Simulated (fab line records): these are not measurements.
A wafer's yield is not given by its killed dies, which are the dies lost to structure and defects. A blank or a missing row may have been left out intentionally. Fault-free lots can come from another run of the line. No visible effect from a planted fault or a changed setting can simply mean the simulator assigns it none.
Matching of chambers :: flow nand_harc :: rie_diel-01 running NHARC_P_M0_ETCH_34: 4 sister chambers
The step etches the open film in N2/H2, target depth 40 nm, overetch 12 nm, time 43.94 s. 8 wafers are shown with their chamber, then 12 later ones without.

== WAFERS, EACH WITH ITS CHAMBER ==
wafer: L084.2
chamber: 1
drypump_motor_current_A (A): 5.3
showerhead_plenum_p_Torr (Torr): 2.19

wafer: L082.4
chamber: 2
drypump_motor_current_A (A): 5.6
showerhead_plenum_p_Torr (Torr): 2.05

wafer: L087.1
chamber: 0
drypump_motor_current_A (A): 5.9
showerhead_plenum_p_Torr (Torr): 1.98

wafer: L087.2
chamber: 2
drypump_motor_current_A (A): 5.6
showerhead_plenum_p_Torr (Torr): 2.05

wafer: L087.4
chamber: 3
drypump_motor_current_A (A): 6.0
showerhead_plenum_p_Torr (Torr): 1.98

wafer: L086.2
chamber: 3
drypump_motor_current_A (A): 6.0
showerhead_plenum_p_Torr (Torr): 1.98

wafer: L086.4
chamber: 1
drypump_motor_current_A (A): 5.3
showerhead_plenum_p_Torr (Torr): 2.18

wafer: L086.6
chamber: 0
drypump_motor_current_A (A): 5.8
showerhead_plenum_p_Torr (Torr): 1.98

== WAFERS WITHOUT THEIR CHAMBER ==
wafer: L088.1
drypump_motor_current_A (A): 5.9
showerhead_plenum_p_Torr (Torr): 1.98

wafer: L088.5
drypump_motor_current_A (A): 5.3
showerhead_plenum_p_Torr (Torr): 2.18

wafer: L088.6
drypump_motor_current_A (A): 5.9
showerhead_plenum_p_Torr (Torr): 1.98

wafer: L090.3
drypump_motor_current_A (A): 6.0
showerhead_plenum_p_Torr (Torr): 1.98

wafer: L090.4
drypump_motor_current_A (A): 5.3
showerhead_plenum_p_Torr (Torr): 2.18

wafer: L090.6
drypump_motor_current_A (A): 5.8
showerhead_plenum_p_Torr (Torr): 1.98

wafer: L093.2
drypump_motor_current_A (A): 5.9
showerhead_plenum_p_Torr (Torr): 1.98

wafer: L093.3
drypump_motor_current_A (A): 5.3
showerhead_plenum_p_Torr (Torr): 2.18

wafer: L093.5
drypump_motor_current_A (A): 5.3
showerhead_plenum_p_Torr (Torr): 2.18

wafer: L096.3
drypump_motor_current_A (A): 5.8
showerhead_plenum_p_Torr (Torr): 1.98

wafer: L096.5
drypump_motor_current_A (A): 6.0
showerhead_plenum_p_Torr (Torr): 1.98

wafer: L096.6
drypump_motor_current_A (A): 5.6
showerhead_plenum_p_Torr (Torr): 2.05

== WHICH CHAMBER EACH ONE RAN IN ==
wafer: L088.1
from the rows above: can't be placed: 0 or 3
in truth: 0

wafer: L088.5
from the rows above: 1
in truth: 1

wafer: L088.6
from the rows above: can't be placed: 0 or 3
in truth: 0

wafer: L090.3
from the rows above: 3
in truth: 3

wafer: L090.4
from the rows above: 1
in truth: 1

wafer: L090.6
from the rows above: 0
in truth: 0

wafer: L093.2
from the rows above: can't be placed: 0 or 3
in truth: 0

wafer: L093.3
from the rows above: 1
in truth: 1

wafer: L093.5
from the rows above: 1
in truth: 1

wafer: L096.3
from the rows above: 0
in truth: 0

wafer: L096.5
from the rows above: 3
in truth: 3

wafer: L096.6
from the rows above: 2
in truth: 2
Correctly placed: 9 of 12. From these rows, 3 cannot be placed; in 3 the true chamber is one of the candidates. Placed wrongly: 0.
How it was worked out, from the rows above alone: a wafer's distance from a chamber is the root of the sum, over the readings, of the square of ((its reading less the chamber's mean) divided by the reading's scatter). The wafer belongs to the nearest chamber; if the next one is less than 2 further off, it can't be placed. For every chamber, the mean is computed from those of its wafers that are shown. The scatter is the square root of a quotient: the sum, over the shown wafers, of each reading's squared deviation from its chamber's mean, divided by wafers minus chambers.
